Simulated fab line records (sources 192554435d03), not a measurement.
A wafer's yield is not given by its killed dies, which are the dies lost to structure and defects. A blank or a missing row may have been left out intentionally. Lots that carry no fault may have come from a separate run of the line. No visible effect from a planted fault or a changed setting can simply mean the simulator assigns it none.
Split-lot trial :: flow n5-finfet :: 21 wafers read across 7 lots, on a route 1938 steps long

ABOUT THE SPLIT
At N5_BEOL_M15_COAT_04 (resist thk 800 nm), the setting spin-rpm was moved away from the recipe's 1704 rpm on 7 of the 21 wafers read, by -4.9% to +9.9%. For the rest of the wafers, this setting stayed at what the recipe calls for.

FROM THE SPLIT TO THE READING: what the file shows between them, 3 steps
- N5_BEOL_M15_EBR_06
- N5_BEOL_M15_SOFTBAKE_05: time 60 s
- N5_BEOL_M15_DESCUM_15: chemistry O2, time 7.9 s

THE READING
coat_of_BEOL_M15_COAT_04.thk-nm (the simulator's own value, which no gauge read), in nm, at N5_BEOL_M15_ETCH_59 (etches BARC in N2/H2, target depth 89 nm, overetch 26.7 nm, time 67.9 s). No usual value for it is given in the file. Average 714.0 nm, standard deviation 4 nm, over the 14 wafers here run with the recipe.

wafer: L085.2
tool, chamber at the split: litho-track-03, 0
spin-rpm as run, rpm: 1704
against the recipe: recipe
coat_of_BEOL_M15_COAT_04.thk-nm, nm: 724.2
against lot-mates on the recipe: -

wafer: L085.4
tool, chamber at the split: litho-track-03, 0
spin-rpm as run, rpm: 1621
against the recipe: -4.9%
coat_of_BEOL_M15_COAT_04.thk-nm, nm: 735.8
against lot-mates on the recipe: +11.6

wafer: L085.6
tool, chamber at the split: litho-track-03, 0
spin-rpm as run, rpm: 1621
against the recipe: -4.9%
coat_of_BEOL_M15_COAT_04.thk-nm, nm: 736.6
against lot-mates on the recipe: +12.4

wafer: L090.2
tool, chamber at the split: litho-track-01, 0
spin-rpm as run, rpm: 1873
against the recipe: +9.9%
coat_of_BEOL_M15_COAT_04.thk-nm, nm: 680.6
against lot-mates on the recipe: -35.0

wafer: L090.3
tool, chamber at the split: litho-track-01, 0
spin-rpm as run, rpm: 1873
against the recipe: +9.9%
coat_of_BEOL_M15_COAT_04.thk-nm, nm: 681.6
against lot-mates on the recipe: -34.0

wafer: L090.5
tool, chamber at the split: litho-track-01, 0
spin-rpm as run, rpm: 1704
against the recipe: recipe
coat_of_BEOL_M15_COAT_04.thk-nm, nm: 715.6
against lot-mates on the recipe: -

wafer: L091.1
tool, chamber at the split: litho-track-03, 0
spin-rpm as run, rpm: 1767
against the recipe: +3.7%
coat_of_BEOL_M15_COAT_04.thk-nm, nm: 703.2
against lot-mates on the recipe: -6.6

wafer: L091.3
tool, chamber at the split: litho-track-03, 0
spin-rpm as run, rpm: 1767
against the recipe: +3.7%
coat_of_BEOL_M15_COAT_04.thk-nm, nm: 699.2
against lot-mates on the recipe: -10.6

wafer: L091.6
tool, chamber at the split: litho-track-03, 0
spin-rpm as run, rpm: 1704
against the recipe: recipe
coat_of_BEOL_M15_COAT_04.thk-nm, nm: 709.8
against lot-mates on the recipe: -

wafer: L092.1
tool, chamber at the split: litho-track-01, 0
spin-rpm as run, rpm: 1868
against the recipe: +9.6%
coat_of_BEOL_M15_COAT_04.thk-nm, nm: 674.4
against lot-mates on the recipe: -37.1

wafer: L092.5
tool, chamber at the split: litho-track-01, 0
spin-rpm as run, rpm: 1704
against the recipe: recipe
coat_of_BEOL_M15_COAT_04.thk-nm, nm: 713
against lot-mates on the recipe: -

wafer: L092.6
tool, chamber at the split: litho-track-01, 0
spin-rpm as run, rpm: 1704
against the recipe: recipe
coat_of_BEOL_M15_COAT_04.thk-nm, nm: 710
against lot-mates on the recipe: -

wafer: L094.2
tool, chamber at the split: litho-track-04, 0
spin-rpm as run, rpm: 1704
against the recipe: recipe
coat_of_BEOL_M15_COAT_04.thk-nm, nm: 715.6
against lot-mates on the recipe: -

wafer: L094.3
tool, chamber at the split: litho-track-04, 0
spin-rpm as run, rpm: 1704
against the recipe: recipe
coat_of_BEOL_M15_COAT_04.thk-nm, nm: 715.6
against lot-mates on the recipe: -

wafer: L094.5
tool, chamber at the split: litho-track-04, 0
spin-rpm as run, rpm: 1704
against the recipe: recipe
coat_of_BEOL_M15_COAT_04.thk-nm, nm: 717.2
against lot-mates on the recipe: -

wafer: L095.1
tool, chamber at the split: litho-track-04, 0
spin-rpm as run, rpm: 1704
against the recipe: recipe
coat_of_BEOL_M15_COAT_04.thk-nm, nm: 710.2
against lot-mates on the recipe: -

wafer: L095.2
tool, chamber at the split: litho-track-04, 0
spin-rpm as run, rpm: 1704
against the recipe: recipe
coat_of_BEOL_M15_COAT_04.thk-nm, nm: 709.8
against lot-mates on the recipe: -

wafer: L095.5
tool, chamber at the split: litho-track-04, 0
spin-rpm as run, rpm: 1704
against the recipe: recipe
coat_of_BEOL_M15_COAT_04.thk-nm, nm: 711
against lot-mates on the recipe: -

wafer: L096.2
tool, chamber at the split: litho-track-03, 0
spin-rpm as run, rpm: 1704
against the recipe: recipe
coat_of_BEOL_M15_COAT_04.thk-nm, nm: 714.2
against lot-mates on the recipe: -

wafer: L096.5
tool, chamber at the split: litho-track-03, 0
spin-rpm as run, rpm: 1704
against the recipe: recipe
coat_of_BEOL_M15_COAT_04.thk-nm, nm: 712.2
against lot-mates on the recipe: -

wafer: L096.6
tool, chamber at the split: litho-track-03, 0
spin-rpm as run, rpm: 1704
against the recipe: recipe
coat_of_BEOL_M15_COAT_04.thk-nm, nm: 718.2
against lot-mates on the recipe: -

FIT RESULTS
A straight line over all 21 wafers: coat_of_BEOL_M15_COAT_04.thk-nm changes by -3.75 nm for each +1% of spin-rpm; r = -0.97; the points scatter about the line by 4 nm.
The same after taking each lot's own level away (the mean of its wafers on the recipe; 21 wafers): -3.32 nm for each +1%; r = -0.98; scatter 2.6 nm.
Per that fit: largest spin-rpm move, reading shift of 33 nm.
The span of the lots' own levels, 709.80 to 724.20 nm, comes to 3.6 times the standard deviation stated above.
Thus the slope moves with the lot-to-lot level: the two fits are different.
Check: for one of the wafers moved furthest among these (+9.9%), held out of the fit, the line's prediction against its lot-mates is -32.8 nm. Against them it came out at -35 nm.

ADDITIONAL SPLITS CARRIED BY THESE WAFERS
Before the reading, these wafers also passed through other splits. Each is held against what the fit with the lots' levels taken away leaves over:
other split on the same wafers: N5_BEOL_M9_TRENCH_ETCH_37 source-w
wafers away from the commonest value: 5
r with coat_of_BEOL_M15_COAT_04.thk-nm (lot level and that fit taken away): +0.00

other split on the same wafers: N5_BEOL_M11_PECVD_70 temp-c
wafers away from the commonest value: 11
r with coat_of_BEOL_M15_COAT_04.thk-nm (lot level and that fit taken away): -0.03

other split on the same wafers: N5_BEOL_M11_COAT_59 spin-rpm
wafers away from the commonest value: 9
r with coat_of_BEOL_M15_COAT_04.thk-nm (lot level and that fit taken away): +0.11

other split on the same wafers: N5_BEOL_M12_SPUTTER_44 time-s
wafers away from the commonest value: 5
r with coat_of_BEOL_M15_COAT_04.thk-nm (lot level and that fit taken away): -0.24

other split on the same wafers: N5_BEOL_M13_SPUTTER_43 time-s
wafers away from the commonest value: 10
r with coat_of_BEOL_M15_COAT_04.thk-nm (lot level and that fit taken away): -0.53

THE WHOLE CHAIN: every reading that the file lists as answering this split, in the file's order
step: N5_BEOL_M15_COAT_04
what it does: resist thk 800 nm
reading: coat_of_BEOL_M15_COAT_04.thk-nm (the simulator's own value, which no gauge read)
change (the file's fit): -3.69 nm for each +1% of the setting
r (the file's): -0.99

step: N5_BEOL_M15_ETCH_59
what it does: etches BARC in N2/H2, target depth 89 nm, overetch 26.7 nm, time 67.9 s
reading: coat_of_BEOL_M15_COAT_04.thk-nm (the simulator's own value, which no gauge read)
change (the file's fit): -3.46 nm for each +1% of the setting
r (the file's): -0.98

FILE'S OWN FIT
coat_of_BEOL_M15_COAT_04.thk-nm changes by -3.46 nm for each +1% of spin-rpm, r = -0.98.
